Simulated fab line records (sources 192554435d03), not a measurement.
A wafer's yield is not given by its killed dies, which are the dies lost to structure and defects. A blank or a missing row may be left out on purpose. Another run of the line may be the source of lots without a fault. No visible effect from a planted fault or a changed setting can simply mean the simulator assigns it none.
fab line records	flow n5-finfet	part 2 of 2: steps 28 to 28 of 28
[record] lots = 6	wafers = 18	last-day = 18
route steps=1938 shown WELL_APT@50 PMOS_HMC_CHANNEL_EPI@57 BEOL_M4@1111 PASSIVATION@1936
lots with no fault: from the same line, run without faults
start-h: the number of hours between the record's first day and the start of the first shown wafer of the lot	wait-h: hours elapsed since this lot's preceding step	" as in the row above	L1.1+2: several wafers, shown together as one row	- either no value or no given start	* or withheld: withheld	< > ~ a bound
route shown NAME@n: names a module that has steps shown in the file, with the first one's number in the route	usual: mean and standard deviation over wafers with no fault	same: alike in all rows	chamber/n: place in a boat	sites: readings site by site	_std_site: the standard deviation of these	_edge_site: inner sites' mean taken away from outer sites' mean	radius-mm: for every site, how far away it sits from the centre of the wafer	mask NAME#n: copy n	behind: the most recent tool/chamber to have shaped the wafer	hold: why the lot was held/for how many hours/how that ended	device: the transistor (n, p or np) that didn't switch	end of line: tests of these same wafers at the route's end	a step with no rows: only its recipe	killed: dies that structure and defects cost at the first sort, which is not the same as the wafer's yield	map: a wafer's dies, x killed, . not, _ none there
set.NAME: the setting the step ran with; set.NAME@STEP: the setting that earlier step ran with	model.NAME: the simulator's own value behind a step, which no gauge read
certain route steps with their lots: each step a table, each wafer a row
services: when a tool's chamber went out of use (start-h, in hours from the record's first day, below 0 if earlier), for how many hours, and the reason
[[steps]]
[step N5_PASSIVATION_PROBE_49]
[usual] defect-limited-yield = 91.4/1.4	killed_at_M0_to_M3 = 32/10	killed_at_M4_up = 13/5.6	killed-at-contacts = 13/6.6	killed-at-front-end = 39/13	killed-at-other = 3.4/2.8	killed-dies = 101/17	killed-open = 66/13	killed-short = 33/7	sort_bin_5_function = 5.0/0.93	sort_bin_6_memory = 3.2/0.65	sort_bin_8_speed = 0.01/0.16	sort-n-pass = 1078/17	sort-yield-pct = 91.4/1.4
[same] gross-dies = 1180	killed-at-back-side = 0	sort_bin_4_leakage[%] = 0
lot.wafer	tool	chamber	start-h	wait-h	defect-limited-yield[%]	killed_at_M0_to_M3	killed_at_M4_up	killed-at-contacts	killed-at-front-end	killed-at-other	killed-dies	killed-open	killed-short	sort_bin_5_function[%]	sort_bin_6_memory[%]	sort_bin_8_speed[%]	sort-n-pass	sort-yield-pct[%]
L298.3	prober-01	-	293.41	0.1	92.1	19	20	14	35	5	93	65	28	4.4	3.1	0	1087	92.1
L298.5	prober-01	-	293.51	0.2	91.4	40	13	8	40	1	102	66	30	4.8	3.1	0	1078	91.4
L298.6	prober-01	-	293.56	0.3	91.2	35	15	15	35	4	104	63	40	5.0	3.2	0	1076	91.2
L305.4	prober-02	-	323.16	0.2	91.4	19	14	19	47	2	101	68	32	4.6	3.6	0	1079	91.4
L305.5	prober-02	-	323.21	0.2	91.9	37	7	14	37	1	96	62	32	4.4	3.4	0	1084	91.9
L305.6	prober-02	-	323.26	0.3	88.4	29	10	21	71	6	137	91	42	6.9	4.2	0	1043	88.4
L304.4	prober-01	-	335.10	0.2	90.9	27	21	5	45	9	107	72	34	5.3	3.5	0	1073	90.9
L304.5	prober-01	-	335.15	0.2	90.1	51	8	8	46	4	117	65	41	5.5	3.2	0	1063	90.1
L304.6	prober-01	-	335.20	0.3	90.5	54	12	2	42	2	112	76	36	6.0	3.2	0	1068	90.5
L313.1	prober-02	-	378.08	0.0	91.2	39	6	12	39	8	104	69	29	4.4	3.7	0	1076	91.2
L313.3	prober-02	-	378.18	0.1	92.5	31	22	11	23	2	89	49	36	4.8	2.4	0	1091	92.5
L313.5	prober-02	-	378.28	0.2	92.6	45	12	5	25	0	87	59	26	3.9	3.2	0	1093	92.6
L320.1	prober-01	-	432.35	0.0	90.3	20	23	24	45	3	115	77	36	5.3	4.2	0	1065	90.3
L320.3	prober-01	-	432.45	0.1	90.9	44	7	19	35	2	107	66	40	5.1	3.8	0	1073	90.9
L320.5	prober-01	-	432.55	0.2	91.7	29	15	11	38	5	98	68	29	4.9	3.1	0	1082	91.7
// killed by level:class
L298.3 FIN_SAQP:geometric-particle:open=13 MOL_CONTACT_COAG:geometric-particle:open=12 FIN_SAQP:geometric-particle:short=9 BEOL_M5:geometric-particle:open=8 BEOL_M4:geometric-particle:open=7 BEOL_M2:geometric-particle:open=5 BEOL_M3:geometric-particle:open=4 BEOL_M8:geometric-particle:open=4
L298.5 BEOL_M3:geometric-particle:open=15 FIN_SAQP:geometric-particle:open=11 STI_FIN_REVEAL:geometric-particle:open=8 MOL_CONTACT_COAG:geometric-particle:open=7 BEOL_M2:geometric-particle:open=7 FIN_SAQP:geometric-particle:short=6 BEOL_M1:geometric-particle:open=5 HKMG_FIN:area-etch=5
L298.6 MOL_CONTACT_COAG:geometric-particle:open=12 BEOL_M3:geometric-particle:open=8 FIN_SAQP:geometric-particle:open=7 STI_FIN_REVEAL:geometric-particle:open=7 BEOL_M0_SAQP:geometric-particle:open=7 BEOL_M0_SAQP:geometric-particle:short=6 BEOL_M4:geometric-particle:open=6 FIN_SAQP:geometric-particle:short=5
L305.4 MOL_CONTACT_COAG:geometric-particle:open=19 FIN_SAQP:geometric-particle:open=9 FIN_SAQP:geometric-particle:short=8 DUMMY_GATE:geometric-particle:open=6 STI_FIN_REVEAL:geometric-particle:open=5 BEOL_M4:geometric-particle:open=5 GATE_CUT:geometric-particle:short=4 BEOL_M1:geometric-particle:open=4
L305.5 BEOL_M0_SAQP:geometric-particle:open=12 BEOL_M2:geometric-particle:open=12 MOL_CONTACT_COAG:geometric-particle:open=9 FIN_SAQP:geometric-particle:short=8 STI_FIN_REVEAL:geometric-particle:open=6 DUMMY_GATE:geometric-particle:short=5 MOL_CONTACT_COAG:geometric-particle:short=5 FIN_SAQP:geometric-particle:open=4
L305.6 FIN_SAQP:geometric-particle:open=34 MOL_CONTACT_COAG:geometric-particle:open=18 FIN_SAQP:geometric-particle:short=11 BEOL_M2:geometric-particle:open=9 BEOL_M0_SAQP:geometric-particle:short=6 BEOL_M0_SAQP:geometric-particle:open=5 BEOL_M4:geometric-particle:open=5 STARTING-WAFER:geometric-particle:open=5
L304.4 BEOL_M4:geometric-particle:open=13 FIN_SAQP:geometric-particle:open=12 BEOL_M2:geometric-particle:open=9 DUMMY_GATE:geometric-particle:open=8 BEOL_M0_SAQP:geometric-particle:open=7 DUMMY_GATE:geometric-particle:short=5 GATE_CUT:geometric-particle:open=5 FIN_SAQP:geometric-particle:short=3
L304.5 BEOL_M2:geometric-particle:open=11 BEOL_M3:geometric-particle:open=11 BEOL_M0_SAQP:geometric-particle:short=10 BEOL_M0_SAQP:geometric-particle:open=10 GATE_CUT:geometric-particle:short=9 MOL_CONTACT_COAG:geometric-particle:open=7 FIN_SAQP:geometric-particle:short=6 DUMMY_GATE:geometric-particle:open=6
L304.6 FIN_SAQP:geometric-particle:open=18 BEOL_M2:geometric-particle:open=17 BEOL_M0_SAQP:geometric-particle:short=10 BEOL_M3:geometric-particle:open=10 FIN_SAQP:geometric-particle:short=7 BEOL_M0_SAQP:geometric-particle:open=7 BEOL_M3:geometric-particle:short=6 BEOL_M5:geometric-particle:open=5
L313.1 BEOL_M0_SAQP:geometric-particle:open=13 MOL_CONTACT_COAG:geometric-particle:open=11 GATE_CUT:geometric-particle:open=7 BEOL_M0_SAQP:geometric-particle:short=7 STI_FIN_REVEAL:geometric-particle:open=6 BEOL_M3:geometric-particle:open=6 FIN_SAQP:geometric-particle:open=5 GATE_CUT:geometric-particle:short=5
L313.3 GATE_CUT:geometric-particle:short=10 MOL_CONTACT_COAG:geometric-particle:open=9 BEOL_M0_SAQP:geometric-particle:short=9 BEOL_M0_SAQP:geometric-particle:open=7 BEOL_M3:geometric-particle:open=6 BEOL_M5:geometric-particle:open=6 BEOL_M0:geometric-particle:open=5 FIN_SAQP:geometric-particle:short=4
L313.5 BEOL_M0_SAQP:geometric-particle:open=11 BEOL_M0_SAQP:geometric-particle:short=9 BEOL_M2:geometric-particle:open=8 DUMMY_GATE:geometric-particle:open=6 MOL_CONTACT_COAG:geometric-particle:open=5 BEOL_M3:geometric-particle:open=5 FIN_SAQP:geometric-particle:open=4 BEOL_M1:geometric-particle:short=4
L320.1 MOL_CONTACT_COAG:geometric-particle:open=19 STI_FIN_REVEAL:geometric-particle:open=12 DUMMY_GATE:geometric-particle:open=6 BEOL_M3:geometric-particle:open=6 BEOL_M4:geometric-particle:open=6 FIN_SAQP:geometric-particle:short=5 MOL_CONTACT_COAG:geometric-particle:short=5 STARTING-WAFER:geometric-particle:short=5
L320.3 MOL_CONTACT_COAG:geometric-particle:open=15 BEOL_M0_SAQP:geometric-particle:short=13 BEOL_M0_SAQP:geometric-particle:open=12 BEOL_M2:geometric-particle:open=8 BEOL_M3:geometric-particle:open=7 FIN_SAQP:geometric-particle:open=5 GATE_CUT:geometric-particle:short=5 STI_FIN_REVEAL:geometric-particle:open=4
L320.5 FIN_SAQP:geometric-particle:open=11 MOL_CONTACT_COAG:geometric-particle:open=11 BEOL_M0_SAQP:geometric-particle:short=7 GATE_CUT:geometric-particle:short=6 BEOL_M0_SAQP:geometric-particle:open=6 STI_FIN_REVEAL:geometric-particle:open=5 DUMMY_GATE:geometric-particle:open=5 FIN_SAQP:geometric-particle:short=4
[[services]]
tool	chamber	start-h	hours	kind
epi-rpcvd-02	-	7.36	0.5	pm
arfi-scanner-02	-	8.62	1.0	pm
arfi-scanner-02	-	9.62	0.8	pm
rie-diel-01	1	11.75	3.3	repair
rie-si-04	2	13.06	30.5	repair
arfi-scanner-03	-	14.55	1.0	pm
arfi-scanner-02	-	21.63	1.3	pm
arfi-scanner-03	-	29.78	2.3	repair
rie-diel-06	-	32.08	0.6	repair
arfi-scanner-03	-	42.23	1.3	pm
arfi-scanner-03	-	58.55	0.3	repair
arfi-scanner-02	-	65.98	1.0	pm
arfi-scanner-02	-	76.76	0.8	pm
arfi-scanner-03	-	84.02	0.8	pm
arfi-scanner-02	-	100.44	12.0	pm
rie-diel-06	3	115.07	1.5	repair
rie-diel-05	-	119.41	0.5	repair
arfi-scanner-03	-	121.50	1.0	pm
arfi-scanner-03	-	138.04	2.4	repair
arfi-scanner-02	-	138.18	3.1	repair
rie-si-04	-	143.31	15.6	pm
arfi-scanner-03	-	145.12	3.9	pm
rie-diel-06	1	147.10	9.0	repair
rie-diel-05	1	148.74	7.9	repair
